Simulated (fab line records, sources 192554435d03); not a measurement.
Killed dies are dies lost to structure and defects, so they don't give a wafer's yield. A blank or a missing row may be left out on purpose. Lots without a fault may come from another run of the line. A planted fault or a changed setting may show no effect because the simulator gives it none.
Chamber matching | flow n5_finfet | N5_BEOL_M5_PRE_CLEAN_77 on cvd_co-01: 3 sister chambers
The step time 15 s. 6 wafers are shown with their chamber, then 12 later ones without.

WAFERS WITH THEIR CHAMBER
wafer  | chamber | heater_power_w (W)
L082.3 | 2       | 76
L085.2 | 2       | 75
L089.1 | 0       | 65
L091.3 | 1       | 90
L091.4 | 0       | 64
L091.6 | 1       | 90

WAFERS WITHOUT THEIR CHAMBER
wafer  | heater_power_w (W)
L087.1 | 65
L087.2 | 91
L087.6 | 91
L087.3 | 92
L087.4 | 64
L087.5 | 65
L092.3 | 90
L092.5 | 65
L092.6 | 90
L097.2 | 90
L097.3 | 91
L097.6 | 65

WHICH CHAMBER EACH WENT THROUGH
wafer  | from the rows above | in truth
L087.1 | 0                   | 0
L087.2 | 1                   | 1
L087.6 | 1                   | 1
L087.3 | 1                   | 1
L087.4 | 0                   | 0
L087.5 | 0                   | 0
L092.3 | 1                   | 1
L092.5 | 0                   | 0
L092.6 | 1                   | 1
L097.2 | 1                   | 1
L097.3 | 1                   | 1
L097.6 | 0                   | 0
Placed correctly: 12 of 12. Can't be placed from these rows: 0. Placed wrongly: 0.
How it was worked out, from the rows above alone: a wafer's distance from a chamber is the root of the sum, over the readings, of the square of ((its reading less the chamber's mean) divided by the reading's scatter). The wafer belongs to the nearest chamber; if the next one is less than 2 further off, it can't be placed. A chamber's mean is the mean of its shown wafers. The scatter: the root of (the sum of the squares of (reading less its chamber's mean) over the shown wafers, divided by (wafers less chambers)).
